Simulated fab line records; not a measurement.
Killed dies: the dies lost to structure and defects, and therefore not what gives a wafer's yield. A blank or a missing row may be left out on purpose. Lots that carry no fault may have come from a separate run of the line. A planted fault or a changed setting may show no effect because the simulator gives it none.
Chamber matching || flow nand_harc || 4 sister chambers for NHARC_A_CHANNEL_FILL_D1_CMP_10 on cmp-02
The step polishes, target thk 150 nm. 8 wafers are shown with their chamber, then 9 later ones without.

== WAFERS, EACH WITH ITS CHAMBER ==
{"wafer": "L074.6", "chamber": 3, "motor_current_A (A)": 10.9, "time_to_endpoint_s (s)": 13.5}
{"wafer": "L075.2", "chamber": 1, "motor_current_A (A)": 10.3, "time_to_endpoint_s (s)": 12.3}
{"wafer": "L082.2", "chamber": 3, "motor_current_A (A)": 11.6, "time_to_endpoint_s (s)": 13.4}
{"wafer": "L087.1", "chamber": 2, "motor_current_A (A)": 12.9, "time_to_endpoint_s (s)": 14.8}
{"wafer": "L087.6", "chamber": 0, "motor_current_A (A)": 13.2, "time_to_endpoint_s (s)": 10.6}
{"wafer": "L091.4", "chamber": 2, "motor_current_A (A)": 12.9, "time_to_endpoint_s (s)": 17.1}
{"wafer": "L091.5", "chamber": 1, "motor_current_A (A)": 10.8, "time_to_endpoint_s (s)": 14.4}
{"wafer": "L091.6", "chamber": 0, "motor_current_A (A)": 13.7, "time_to_endpoint_s (s)": 11.3}

== WAFERS WITH NO CHAMBER GIVEN ==
{"wafer": "L093.1", "motor_current_A (A)": 10.7, "time_to_endpoint_s (s)": 15.2}
{"wafer": "L093.2", "motor_current_A (A)": 11.7, "time_to_endpoint_s (s)": 15.4}
{"wafer": "L093.6", "motor_current_A (A)": 10.6, "time_to_endpoint_s (s)": 15.9}
{"wafer": "L095.2", "motor_current_A (A)": 14.4, "time_to_endpoint_s (s)": 10.2}
{"wafer": "L095.4", "motor_current_A (A)": 10.3, "time_to_endpoint_s (s)": 12.9}
{"wafer": "L095.5", "motor_current_A (A)": 14.2, "time_to_endpoint_s (s)": 9.3}
{"wafer": "L096.1", "motor_current_A (A)": 10.7, "time_to_endpoint_s (s)": 15.5}
{"wafer": "L096.4", "motor_current_A (A)": 14.1, "time_to_endpoint_s (s)": 9.9}
{"wafer": "L096.5", "motor_current_A (A)": 10.9, "time_to_endpoint_s (s)": 13.5}

== EACH ONE'S CHAMBER ==
{"wafer": "L093.1", "from the rows above": "can't be placed: 1 or 3", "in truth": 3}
{"wafer": "L093.2", "from the rows above": "can't be placed: 3 or 2 or 1", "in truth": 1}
{"wafer": "L093.6", "from the rows above": "can't be placed: 1 or 3", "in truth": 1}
{"wafer": "L095.2", "from the rows above": 0, "in truth": 0}
{"wafer": "L095.4", "from the rows above": "can't be placed: 1 or 3", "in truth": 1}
{"wafer": "L095.5", "from the rows above": 0, "in truth": 0}
{"wafer": "L096.1", "from the rows above": "can't be placed: 1 or 3", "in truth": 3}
{"wafer": "L096.4", "from the rows above": 0, "in truth": 0}
{"wafer": "L096.5", "from the rows above": "can't be placed: 3 or 1", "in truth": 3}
Placed correctly: 3 of 9. From these rows, 6 cannot be placed; in 6 the true chamber is one of the candidates. Number placed wrongly: 0.
How it was worked out, from the rows above alone: a wafer's distance from a chamber is the root of the sum, over the readings, of the square of ((its reading less the chamber's mean) divided by the reading's scatter). If the next closest chamber is less than 2 further off than the closest, the wafer can't be placed; otherwise it belongs to the closest. The mean given for a chamber averages the wafers shown for that chamber. The scatter is the square root of a quotient: the sum, over the shown wafers, of each reading's squared deviation from its chamber's mean, divided by wafers minus chambers.
